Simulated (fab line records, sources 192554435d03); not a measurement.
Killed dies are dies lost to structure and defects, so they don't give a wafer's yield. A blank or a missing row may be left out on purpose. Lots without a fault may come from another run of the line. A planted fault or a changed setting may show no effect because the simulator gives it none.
One fault seen from 2 desks | flow n5_finfet | each desk has only its own numbers; what lay behind them comes last

THE TOOL OWNER'S DESK: rie_diel-06
The tool's own readings at N5_BEOL_M10_ETCH_65 (etches SiARC in CF4, target depth 39 nm, time 65 s): means of the sampled wafers that have a number, for each lot that ran on this tool. A lot is out of limits, marked OUT, if its mean lies more than 4 standard deviations from the usual mean; the brackets give that distance.
Columns: A = drypump_motor_current_A at N5_BEOL_M10_ETCH_65, usual 5.7 A; B = etch_rf_on_time_s at N5_BEOL_M10_ETCH_65, usual 65.1 s; C = oes_product_au at N5_BEOL_M10_ETCH_65, usual 0.70 a.u.; D = rf_vpp_V at N5_BEOL_M10_ETCH_65, usual 184.1 V; E = showerhead_plenum_p_Torr at N5_BEOL_M10_ETCH_65, usual 2.15 Torr; F = throttle_valve_pct at N5_BEOL_M10_ETCH_65, usual 15.50 %
lot  | first seen here | A   | B               | C    | D     | E    | F
L390 | day 11 14:48    | 5.6 | 64.6            | 0.77 | 184.4 | 2.13 | 15.27
L391 | day 11 20:57    | 5.8 | 64.2            | 0.77 | 184.9 | 2.21 | 15.46
L396 | day 13 04:16    | 5.6 | 79.0 (+6.6) OUT | 0.65 | 184.8 | 2.17 | 15.48
L399 | day 13 14:32    | 6.0 | 79.2 (+6.7) OUT | 0.68 | 184.6 | 2.21 | 15.48
L408 | day 16 01:44    | 5.1 | 65.0            | 0.69 | 184.1 | 2.10 | 15.52
This desk's finding: out of limits on L396, L399; first on L396, day 13 04:16 (etch_rf_on_time_s at N5_BEOL_M10_ETCH_65). In limits: L390, L391, L408.

THE METROLOGY DESK
What the gauges read, lot by lot, whatever tool the lot ran on: means of the sampled wafers that have a number. A lot is out of limits, marked OUT, if its mean lies more than 4 standard deviations from the usual mean; the brackets give that distance.
Columns: A = cd_nm at N5_BEOL_M10_CD_MEAS_28, usual 69.9 nm; B = V9_OVL at N5_BEOL_M10_OVL_MEAS_29, usual 0.5 nm
lot  | first seen here | A    | B
L387 | day 10 20:21    | 69.2 | 0.3
L386 | day 10 20:31    | 69.5 | 1.7
L390 | day 11 14:40    | 68.2 | 1.0
L391 | day 11 20:49    | 72.5 | 0.2
L396 | day 13 04:08    | 71.5 | 0.3
L399 | day 13 14:25    | 70.2 | 1.2
L404 | day 14 23:20    | 71.9 | -0.4
L401 | day 14 23:34    | 71.2 | -0.2
L403 | day 15 01:46    | 70.7 | 0.8
L407 | day 16 01:10    | 71.5 | 1.0
L408 | day 16 01:20    | 69.9 | 0.4
This desk's finding: nothing out of limits on any of the 11 lots.

PUT TOGETHER
The tool owner's desk could have raised an alarm at day 13 04:16, on L396, L399.
The metrology desk saw nothing out of limits.
The metrology desk has L396, L399 on record, within its limits.
Of the lots named, all ran N5_BEOL_M10_ETCH_65 on rie_diel-06.

WHAT THE SIMULATOR HAD PUT IN
Process parameter drift: rie_diel-06, from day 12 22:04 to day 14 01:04, at N5_BEOL_M10_ETCH_65. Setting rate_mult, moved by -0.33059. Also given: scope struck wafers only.
Lots struck among those shown: L396, L399.
Hours from the fault's start to each desk's first reading out of limits: the tool owner's desk, 6.
